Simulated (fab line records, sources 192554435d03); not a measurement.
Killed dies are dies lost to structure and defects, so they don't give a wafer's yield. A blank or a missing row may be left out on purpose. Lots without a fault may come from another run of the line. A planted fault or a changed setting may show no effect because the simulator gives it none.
One fault seen from 2 desks | flow n5_finfet | each desk has only its own numbers; what lay behind them comes last

THE TOOL OWNER'S DESK: rie_diel-01
The tool's own readings at N5_BEOL_M2_STRIP_36 (strips in N2/H2): means of the sampled wafers that have a number, for each lot that ran on this tool. A lot is out of limits, marked OUT, if its mean lies more than 4 standard deviations from the usual mean; the brackets give that distance.
Columns: A = chamber_pressure_mTorr at N5_BEOL_M2_STRIP_36, usual 20.00 mTorr; B = drypump_motor_current_A at N5_BEOL_M2_STRIP_36, usual 5.8 A; C = n2_flow_sccm at N5_BEOL_M2_STRIP_36, usual 200.0 sccm; D = oes_product_au at N5_BEOL_M2_STRIP_36, usual 0.81 a.u.; E = rf_vpp_V at N5_BEOL_M2_STRIP_36, usual 59.0 V; F = showerhead_plenum_p_Torr at N5_BEOL_M2_STRIP_36, usual 2.55 Torr; G = throttle_valve_pct at N5_BEOL_M2_STRIP_36, usual 23.73 %
lot  | first seen here | A               | B   | C     | D    | E    | F    | G
L166 | day 7 21:23     | 20.03           | 6.2 | 199.7 | 0.84 | 58.4 | 2.50 | 23.71
L171 | day 9 14:22     | 20.01           | 6.2 | 200.0 | 0.82 | 57.8 | 2.50 | 23.72
L172 | day 9 18:43     | 20.01           | 5.8 | 199.7 | 0.78 | 59.2 | 2.52 | 23.86
L175 | day 10 12:32    | 18.03 (-64) OUT | 5.3 | 199.4 | 0.83 | 59.1 | 2.55 | 23.69
This desk's finding: out of limits on L175; first on L175, day 10 12:32 (chamber_pressure_mTorr at N5_BEOL_M2_STRIP_36). In limits: L166, L171, L172.

THE METROLOGY DESK
What the gauges read, lot by lot, whatever tool the lot ran on: means of the sampled wafers that have a number. A lot is out of limits, marked OUT, if its mean lies more than 4 standard deviations from the usual mean; the brackets give that distance. Of its 11 readings 7 are shown: those that lie furthest out on some lot.
Columns: A = V1_OVL at N5_BEOL_M2_OVL_MEAS_29, usual -0.5 nm; B = DIBL_N at N5_BEOL_M4_RC_MEAS_101, usual 36.6 mV/V; C = DIBL_P at N5_BEOL_M4_RC_MEAS_101, usual 36.4 mV/V; D = ION_N at N5_BEOL_M4_RC_MEAS_101, usual 678 uA/um; E = SS_N at N5_BEOL_M4_RC_MEAS_101, usual 71.5 mV/dec; F = SS_P at N5_BEOL_M4_RC_MEAS_101, usual 73.4 mV/dec; G = VT_N at N5_BEOL_M4_RC_MEAS_101, usual 248.5 mV
lot  | first seen here | A    | B    | C    | D   | E    | F    | G
L163 | day 7 08:07     | -0.3 | 34.5 | 33.3 | 662 | 70.5 | 72.9 | 254.3
L166 | day 7 17:59     | -1.4 | 35.4 | 34.1 | 669 | 72.1 | 72.4 | 252.3
L171 | day 9 01:55     | -2.0 | 35.4 | 35.1 | 669 | 71.2 | 73.0 | 249.2
L172 | day 9 06:50     | -0.6 | 34.5 | 35.5 | 678 | 71.2 | 73.2 | 250.2
L175 | day 10 03:47    | -1.0 | 35.6 | 36.0 | 669 | 71.1 | 73.4 | 249.0
L174 | day 10 04:48    | -1.0 | 36.1 | 37.8 | 672 | 71.9 | 74.1 | 248.2
L179 | day 11 22:08    | -0.4 | 35.9 | 35.5 | 679 | 70.8 | 73.4 | 247.7
L183 | day 12 23:18    | -0.3 | 37.6 | 37.3 | 694 | 71.6 | 74.1 | 244.3
This desk's finding: nothing out of limits on any of the 8 lots.

PUT TOGETHER
The tool owner's desk could have raised an alarm at day 10 12:32, on L175.
The metrology desk saw nothing out of limits.
The metrology desk has L175 on record, within its limits.
Of the lots named, all ran N5_BEOL_M2_STRIP_36 on rie_diel-01.

WHAT THE SIMULATOR HAD PUT IN
Process parameter drift: rie_diel-01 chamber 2, from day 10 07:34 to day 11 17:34, at N5_BEOL_M2_STRIP_36. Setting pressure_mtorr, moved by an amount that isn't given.
Lots struck among those shown: L175.
Hours from the fault's start to each desk's first reading out of limits: the tool owner's desk, 5.
